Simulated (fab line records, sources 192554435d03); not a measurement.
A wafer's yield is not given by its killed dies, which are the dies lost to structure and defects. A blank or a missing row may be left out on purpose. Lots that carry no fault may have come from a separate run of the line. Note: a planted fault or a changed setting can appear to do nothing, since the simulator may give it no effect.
Which of the tools did it? + flow n5 finfet + 27 wafers from 9 lots sampled at 4 of the route's 1938 steps

== WHAT THE GAUGES READ, wafer by wafer ==
N5_MOL_CONTACT_COAG_OVL_MEAS_41.
| lot  | measured     | on         | VD_OVL (nm)    |
|------|--------------|------------|----------------|
| L846 | day 5 23:11  | overlay-01 | -0.7 0.1 0.3   |
| L847 | day 6 05:47  | overlay-01 | 0.0 0.9 0.5    |
| L848 | day 6 18:09  | overlay-01 | 0.6 -0.3 0.1   |
| L849 | day 6 18:23  | overlay-02 | -0.6 -0.5 -0.7 |
| L850 | day 6 23:41  | overlay-02 | 0.2 0.6 0.7    |
| L853 | day 7 19:01  | overlay-02 | -0.2 0.3 -0.6  |
| L859 | day 9 13:08  | overlay-01 | 12.2 11.5 12.3 |
| L862 | day 9 20:56  | overlay-01 | 11.7 12.6 12.3 |
| L865 | day 10 18:22 | overlay-02 | 0.2 0.5 -0.1   |

== EACH LOT AND THE TOOL THAT RAN IT (in order: tool; ch and the chambers of the sampled wafers; start) ==
| lot  | N5_MOL_CONTACT_COAG_ETCH_89        | N5_MOL_CONTACT_COAG_STRIP_119        | N5_MOL_CONTACT_COAG_EXPOSE_37     |
|------|------------------------------------|--------------------------------------|-----------------------------------|
| L846 | rie diel-01 ch 0,2, day 5 22:04    | plasma asher-01 ch 0,1, day 5 22:42  | euv scanner-02 ch 0, day 5 23:01  |
| L847 | rie diel-06 ch 1,2,3, day 6 04:40  | plasma asher-01 ch 0,1, day 6 05:18  | euv scanner-02 ch 0, day 6 05:37  |
| L848 | rie diel-06 ch 0,1,2, day 6 16:52  | plasma asher-02 ch 0,1, day 6 17:32  | euv scanner-01 ch 0, day 6 17:58  |
| L849 | rie diel-04 ch 0,1,3, day 6 17:08  | plasma asher-02 ch 0,1, day 6 17:45  | euv scanner-02 ch 0, day 6 18:13  |
| L850 | rie diel-04 ch 0,3, day 6 22:34    | plasma asher-02 ch 0,1, day 6 23:11  | euv scanner-02 ch 0, day 6 23:31  |
| L853 | rie diel-04 ch 0,1,2, day 7 17:29  | plasma asher-02 ch 0,1, day 7 18:23  | euv scanner-02 ch 0, day 7 18:50  |
| L859 | rie diel-01 ch 0,2,3, day 9 11:50  | plasma asher-01 ch 0,1, day 9 12:38  | euv scanner-02 ch 0, day 9 12:57  |
| L862 | rie diel-06 ch 1,2,3, day 9 19:42  | plasma asher-01 ch 0,1, day 9 20:19  | euv scanner-02 ch 0, day 9 20:46  |
| L865 | rie diel-04 ch 0,1,2, day 10 17:07 | plasma asher-02 ch 0,1, day 10 17:44 | euv scanner-01 ch 0, day 10 18:11 |
- N5_MOL_CONTACT_COAG_ETCH_89: etches underlayer in N2/H2, target depth 13 nm, time 10.4 s.
- N5_MOL_CONTACT_COAG_STRIP_119: strips in N2/H2, time 30 s.
- N5_MOL_CONTACT_COAG_EXPOSE_37: exposes mask VD, defocus 0 nm.

== THE ANSWER, worked out from the rows above alone ==
Rule: the usual values come from the lots themselves. Put in order of their means at a reading, lots are off if they are a third of the lots or fewer, leave a main group of 4 or more, and stand apart from it by a gap of 3 or more times the standard deviation of the main group's means; of several such gaps the widest counts. Not used: any main group whose means are identical at the precision the tables above print for the reading. Also off: a lot with no number at a reading for which 4 or more lots have one. All remaining lots with rows at the step are treated as sound.
Off: at N5_MOL_CONTACT_COAG_OVL_MEAS_41 (VD_OVL), L859, L862. For the main group the mean is 0.1 nm and the standard deviation 0.36.
A tool fits if, at a process step before that reading, it ran every lot that is off, and no sound lot after the first of them. Those tools and the gauges at N5_MOL_CONTACT_COAG_OVL_MEAS_41 are tried in the same way. Can't be told from this: 3 tools fit, plasma asher-01 at N5_MOL_CONTACT_COAG_STRIP_119, euv scanner-02 at N5_MOL_CONTACT_COAG_EXPOSE_37, overlay-01 at N5_MOL_CONTACT_COAG_OVL_MEAS_41.

== WHAT WAS PUT IN BY THE SIMULATOR ==
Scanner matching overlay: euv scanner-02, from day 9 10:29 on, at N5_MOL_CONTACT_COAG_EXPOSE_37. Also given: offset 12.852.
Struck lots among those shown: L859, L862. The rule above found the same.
